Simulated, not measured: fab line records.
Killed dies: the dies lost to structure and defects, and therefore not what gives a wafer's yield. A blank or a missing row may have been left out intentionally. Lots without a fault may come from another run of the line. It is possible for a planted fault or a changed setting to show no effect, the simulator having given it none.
Chamber matching / flow n5Finfet / N5_BEOL_M13_ETCH_68 on rieDiel-01 has 4 sister chambers
The step etches SOC in N2/H2, time 355 s. 4 wafers are shown with their chamber, then 9 later ones without.

WAFERS, EACH WITH ITS CHAMBER
wafer=L086.5; chamber=1; showerheadPlenumPTorr (Torr)=2.70
wafer=L095.4; chamber=2; showerheadPlenumPTorr (Torr)=2.55
wafer=L095.5; chamber=0; showerheadPlenumPTorr (Torr)=2.47
wafer=L095.6; chamber=3; showerheadPlenumPTorr (Torr)=2.57

WAFERS WITH NO CHAMBER GIVEN
wafer=L091.1; showerheadPlenumPTorr (Torr)=2.47
wafer=L091.2; showerheadPlenumPTorr (Torr)=2.57
wafer=L091.3; showerheadPlenumPTorr (Torr)=2.55
wafer=L094.1; showerheadPlenumPTorr (Torr)=2.47
wafer=L094.5; showerheadPlenumPTorr (Torr)=2.69
wafer=L094.6; showerheadPlenumPTorr (Torr)=2.46
wafer=L089.1; showerheadPlenumPTorr (Torr)=2.46
wafer=L089.2; showerheadPlenumPTorr (Torr)=2.54
wafer=L089.3; showerheadPlenumPTorr (Torr)=2.57

WHICH CHAMBER EACH WENT THROUGH
wafer=L091.1; from the rows above=0; in truth=0
wafer=L091.2; from the rows above=3; in truth=3
wafer=L091.3; from the rows above=2; in truth=2
wafer=L094.1; from the rows above=0; in truth=0
wafer=L094.5; from the rows above=1; in truth=1
wafer=L094.6; from the rows above=0; in truth=0
wafer=L089.1; from the rows above=0; in truth=0
wafer=L089.2; from the rows above=2; in truth=2
wafer=L089.3; from the rows above=3; in truth=3
Placed correctly: 9 of 9. From these rows, 0 cannot be placed. Number placed wrongly: 0.
How it was worked out, from the rows above alone: a wafer's distance from a chamber is the root of the sum, over the readings, of the square of ((its reading less the chamber's mean) divided by the reading's scatter). If the next closest chamber is less than 2 further off than the closest, the wafer can't be placed; otherwise it belongs to the closest. The mean given for a chamber averages the wafers shown for that chamber. The scatter: root of mean squared gap, hidden wafer to nearest shown wafer, with one shown wafer a chamber.
